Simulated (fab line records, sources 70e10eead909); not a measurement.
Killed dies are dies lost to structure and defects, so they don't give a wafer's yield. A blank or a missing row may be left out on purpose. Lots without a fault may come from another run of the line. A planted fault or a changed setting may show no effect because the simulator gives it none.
Chamber matching | flow nand_harc | NHARC_A_STAIRCASE_CMP_450 on cmp-02: 4 sister chambers
The step polishes SiO2, target thk 200 nm. 8 wafers are shown with their chamber, then 10 later ones without.

WAFERS WITH THEIR CHAMBER
wafer  | chamber | motor_current_A (A) | slurry_filter_dp_kPa (kPa)
L080.6 | 2       | 13.7                | 13.46
L085.3 | 1       | 12.8                | 13.44
L085.5 | 2       | 13.8                | 13.52
L086.1 | 1       | 12.6                | 13.31
L086.4 | 0       | 12.8                | 13.24
L086.6 | 3       | 9.7                 | 13.65
L090.1 | 0       | 12.7                | 13.67
L090.2 | 3       | 9.1                 | 13.55

WAFERS WITHOUT THEIR CHAMBER
wafer  | motor_current_A (A) | slurry_filter_dp_kPa (kPa)
L090.4 | 12.8                | 13.63
L093.1 | 12.3                | 13.44
L093.2 | 12.9                | 13.75
L093.3 | 9.6                 | 13.58
L095.1 | 12.6                | 13.50
L095.2 | 12.4                | 13.60
L095.6 | 12.1                | 13.73
L097.1 | 9.1                 | 13.74
L097.3 | 12.5                | 13.33
L097.6 | 13.4                | 13.60

WHICH CHAMBER EACH WENT THROUGH
wafer  | from the rows above          | in truth
L090.4 | can't be placed: 0 or 1      | 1
L093.1 | can't be placed: 1 or 0      | 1
L093.2 | can't be placed: 0 or 1      | 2
L093.3 | 3                            | 3
L095.1 | can't be placed: 0 or 1      | 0
L095.2 | can't be placed: 0 or 1      | 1
L095.6 | can't be placed: 0 or 1      | 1
L097.1 | 3                            | 3
L097.3 | can't be placed: 1 or 0      | 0
L097.6 | can't be placed: 2 or 0 or 1 | 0
Placed correctly: 2 of 10. Can't be placed from these rows: 8 (the true chamber is among the candidates in 7). Placed wrongly: 0.
How it was worked out, from the rows above alone: a wafer's distance from a chamber is the root of the sum, over the readings, of the square of ((its reading less the chamber's mean) divided by the reading's scatter). The wafer belongs to the nearest chamber; if the next one is less than 2 further off, it can't be placed. A chamber's mean is the mean of its shown wafers. The scatter: the root of (the sum of the squares of (reading less its chamber's mean) over the shown wafers, divided by (wafers less chambers)).
